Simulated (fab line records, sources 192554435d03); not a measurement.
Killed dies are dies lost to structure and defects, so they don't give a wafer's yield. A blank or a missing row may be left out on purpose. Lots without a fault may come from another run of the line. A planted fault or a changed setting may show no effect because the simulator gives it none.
Chamber matching | flow n5_finfet | N5_BEOL_M8_DESCUM_16 on rie_diel-06: 4 sister chambers
The step chemistry O2, time 7.9 s. 4 wafers are shown with their chamber, then 7 later ones without.

WAFERS WITH THEIR CHAMBER
wafer  | chamber | drypump_motor_current_A (A)
L091.1 | 2       | 5.54
L091.5 | 1       | 5.41
L094.2 | 3       | 5.93
L094.4 | 0       | 6.00

WAFERS WITHOUT THEIR CHAMBER
wafer  | drypump_motor_current_A (A)
L094.6 | 5.94
L093.3 | 6.03
L093.5 | 5.92
L093.6 | 5.53
L095.1 | 5.40
L095.2 | 5.56
L095.4 | 5.55

WHICH CHAMBER EACH WENT THROUGH
wafer  | from the rows above | in truth
L094.6 | 3                   | 3
L093.3 | 0                   | 0
L093.5 | 3                   | 3
L093.6 | 2                   | 2
L095.1 | 1                   | 1
L095.2 | 2                   | 2
L095.4 | 2                   | 2
Placed correctly: 7 of 7. Can't be placed from these rows: 0. Placed wrongly: 0.
How it was worked out, from the rows above alone: a wafer's distance from a chamber is the root of the sum, over the readings, of the square of ((its reading less the chamber's mean) divided by the reading's scatter). The wafer belongs to the nearest chamber; if the next one is less than 2 further off, it can't be placed. A chamber's mean is the mean of its shown wafers. The scatter: with one shown wafer a chamber, the root of the mean of the squares of how far each hidden wafer lies from its nearest shown one.
